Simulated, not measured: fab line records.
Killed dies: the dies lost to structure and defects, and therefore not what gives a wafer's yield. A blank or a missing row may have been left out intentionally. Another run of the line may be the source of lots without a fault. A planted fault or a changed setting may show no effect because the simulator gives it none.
A single fault, viewed from 2 desks + flow n5Finfet + every desk sees just its own numbers, and what lay behind them comes last

== THE DEFECT DESK ==
Per lot, the means of the sampled wafers with a number show what the inspections along the route counted. Marked OUT: a lot whose mean sits more than 4 standard deviations from the usual mean, which makes it out of limits; the brackets give that distance.
Columns: A = rawDefectCount at N5_BEOL_M9_INSPECT_13, usual 422
| lot  | first seen here | A   |
|------|-----------------|-----|
| L742 | day 9 18:27     | 394 |
| L743 | day 9 21:18     | 589 |
| L744 | day 10 02:32    | 472 |
| L745 | day 10 14:24    | 492 |
| L746 | day 10 17:41    | 415 |
| L750 | day 11 14:34    | 429 |
| L749 | day 11 21:44    | 355 |
| L751 | day 12 06:22    | 445 |
| L752 | day 12 09:54    | 546 |
| L753 | day 12 13:13    | 251 |
| L754 | day 12 17:33    | 430 |
| L761 | day 14 13:52    | 442 |
| L763 | day 14 21:29    | 478 |
| L764 | day 15 04:42    | 341 |
This desk found nothing out of limits on any of the 14 lots.

== FOR THE TOOL OWNER'S DESK: lithoTrack-04 ==
The tool's own readings at N5_BEOL_M9_PEB_26 (peb time 60 s): means of the sampled wafers that have a number, for each lot that ran on this tool. Marked OUT: a lot whose mean sits more than 4 standard deviations from the usual mean, which makes it out of limits; the brackets give that distance.
Columns: A = chillPlateTempC at N5_BEOL_M9_PEB_26, usual 22.97 C; B = exhaustPa at N5_BEOL_M9_PEB_26, usual 45.2 Pa; C = plateTempC at N5_BEOL_M9_PEB_26, usual 100.02 C
| lot  | first seen here | A     | B    | C      |
|------|-----------------|-------|------|--------|
| L745 | day 10 15:43    | 22.80 | 44.6 | 100.02 |
| L749 | day 11 23:20    | 22.99 | 45.6 | 100.03 |
| L751 | day 12 07:28    | 23.08 | 45.2 | 100.00 |
| L752 | day 12 11:25    | 23.14 | 45.6 | 100.08 |
This desk found nothing out of limits on any of the 4 lots.

== ALL TOGETHER ==
The defect desk saw nothing out of limits.
Nothing out of limits was seen by the tool owner's desk.

== WHAT THE SIMULATOR HAD INSERTED ==
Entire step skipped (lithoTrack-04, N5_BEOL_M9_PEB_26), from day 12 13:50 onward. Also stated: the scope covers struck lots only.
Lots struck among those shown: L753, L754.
